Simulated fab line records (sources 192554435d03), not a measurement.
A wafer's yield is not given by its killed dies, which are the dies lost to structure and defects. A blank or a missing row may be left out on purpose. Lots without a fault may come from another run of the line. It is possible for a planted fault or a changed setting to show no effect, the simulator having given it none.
A struck lot beside a sound one || flow n5Finfet || 15 steps out of a route of 1938
Sound: the wafers L892.4, L892.5, L892.6. Struck: wafer L906.1; the same lot's L906.4 was not struck, so it is left out; see the end for the cause.
Per side, at each step with rows, come the tool, then ch with its chambers, and then its first start. Under that, the readings that differ: sound wafers || struck wafers || difference of the means || sigmas: that difference in standard deviations of wafers without a fault.
alike: readings with means less than 2 such deviations apart, plus words and numbers identical on both sides. not compared: withheld readings, readings lacking a value on some wafer, bounds such as >300 that could conceal the same value, and numbers that have no deviation in the record and whose values overlap.
A row with sigmas, a row that says differs or no value, or rows on one side alone: a step with any of these is where the two part. Non-overlapping numbers with no deviation appear without sigmas and do not part them. A reading that every wafer of one side lacks parts them only if that side has two wafers or more.

N5_HKMG_FIN_ETCH_86: etches SOC in N2/H2, stops on TiN, target depth 393.2 nm.
  sound on rieDiel-02 ch 2,3, day 4 22:22; struck on rieDiel-05 ch 2, day 8 14:28
  alike: drypumpMotorCurrentA, oesProductAu, rfVppV, showerheadPlenumPTorr, throttleValvePct
  not compared: rfHoursCounterH
N5_HKMG_FIN_STRIP_89: strips SOC in N2/H2, time 20 s.
  sound on rieDiel-02 ch 2,3, day 4 22:25; struck on rieDiel-05 ch 2, day 8 14:32
  alike: biasPowerW, drypumpMotorCurrentA, oesProductAu, rfVppV, showerheadPlenumPTorr, throttleValvePct
  not compared: rfHoursCounterH
then, 1 step without rows for these wafers: N5_HKMG_FIN_WET_ETCH_87 (etches TiN in SC1, time 154.2 s, target depth 4.7 nm, rinse time 30 s).
N5_HKMG_FIN_STRIP_88: strips in N2/H2, time 360 s.
  sound on plasmaAsher-01 ch 0,1, day 4 22:44; struck on plasmaAsher-01 ch 1, day 8 14:43
{"reading": "heaterPowerW (W)", "sound": "386 403 461", "struck": 484, "difference": "+67", "sigmas": "+2"}
{"reading": "rfHoursCounterH (h)", "sound": "- - -", "struck": 64, "difference": "no value on the sound wafers", "sigmas": ""}
  alike: drypumpMotorCurrentA
N5_HKMG_FIN_NWFM_ALD_20: deposits TiAlC, target thk 2 nm, pulse time 3 s, purge time 2 s.
  sound on aldMetal-04 ch 0,1,3, day 4 23:00; struck on aldMetal-02 ch 1, day 8 15:06
  alike: heaterPowerW, precursorPulseHeightRel
  not compared: aldCycles
then, 5 steps without rows for these wafers: N5_HKMG_FIN_ALD_71 (deposits TiN, target thk 1 nm, pulse time 1 s, purge time 3 s); N5_HKMG_FIN_COAT_66 (time 60 s, resist thk 300 nm); N5_HKMG_FIN_ETCH_67 (etches SOC in N2/H2, stops on TiN, target depth 388.9 nm); N5_HKMG_FIN_STRIP_90 (strips SOC in N2/H2, time 20 s); N5_HKMG_FIN_WET_ETCH_73 (etches the open film in SC1, time 42.3 s, target depth 1.3 nm, rinse time 30 s).
N5_HKMG_FIN_ETCHBACK_68: etches the open film in Cl2/Ar, stops on HfO2, target depth 0.5 nm.
  sound on rieMetal-01 ch 0,1, day 4 23:42; struck on rieMetal-02 ch 0, day 8 15:46
{"reading": "rfHoursCounterH (h)", "sound": "- - -", "struck": 127, "difference": "no value on the sound wafers", "sigmas": ""}
  alike: drypumpMotorCurrentA, mfcArSccm, oesProductAu, throttleValvePct
then, 1 step without rows for these wafers: N5_HKMG_FIN_STRIP_69 (strips in N2/H2, time 360 s).
N5_HKMG_FIN_ALD_21: deposits TiN, target thk 1.5 nm, pulse time 1 s, purge time 3 s.
  sound on aldMetal-02 ch 0,2,3, day 5 00:11; struck on aldMetal-03 ch 1, day 8 16:17
{"reading": "aldCycles", "sound": "68 68 68", "struck": 31, "difference": -37, "sigmas": ""}
{"reading": "model.TiN_of_HKMG_FIN_ALD_21.thkNm (nm)", "sound": "1.4 1.4 1.4", "struck": 0.6, "difference": -0.8, "sigmas": ""}
  alike: heaterPowerW, precursorPulseHeightRel
then, 1 step without rows for these wafers: N5_HKMG_FIN_ALD_72 (deposits W, target thk 2 nm, pulse time 1 s, purge time 2 s).
-- a jump in the record: the struck wafers' starts before and after are 4 days apart (it breaks off in module HKMG_FIN and resumes in module BEOL_M4, where the first step shown is number 1111 of the route) --
N5_BEOL_M4_RC_MEAS_101:
  sound on prober-02 ch 0, day 8 13:43; struck on prober-02 ch 0, day 12 05:13
  alike: DIBL_N, DIBL_P, IOFF_N, IOFF_P, ION_N, ION_P, SS_N, SS_P, VT_N, VT_P

WHERE THEY PART
First at N5_HKMG_FIN_STRIP_88; last, within this record, at N5_HKMG_FIN_ETCHBACK_68. Later steps at which nothing parts them and some readings are alike: N5_HKMG_FIN_ALD_21, N5_BEOL_M4_RC_MEAS_101.

WHY: what the simulator had put in
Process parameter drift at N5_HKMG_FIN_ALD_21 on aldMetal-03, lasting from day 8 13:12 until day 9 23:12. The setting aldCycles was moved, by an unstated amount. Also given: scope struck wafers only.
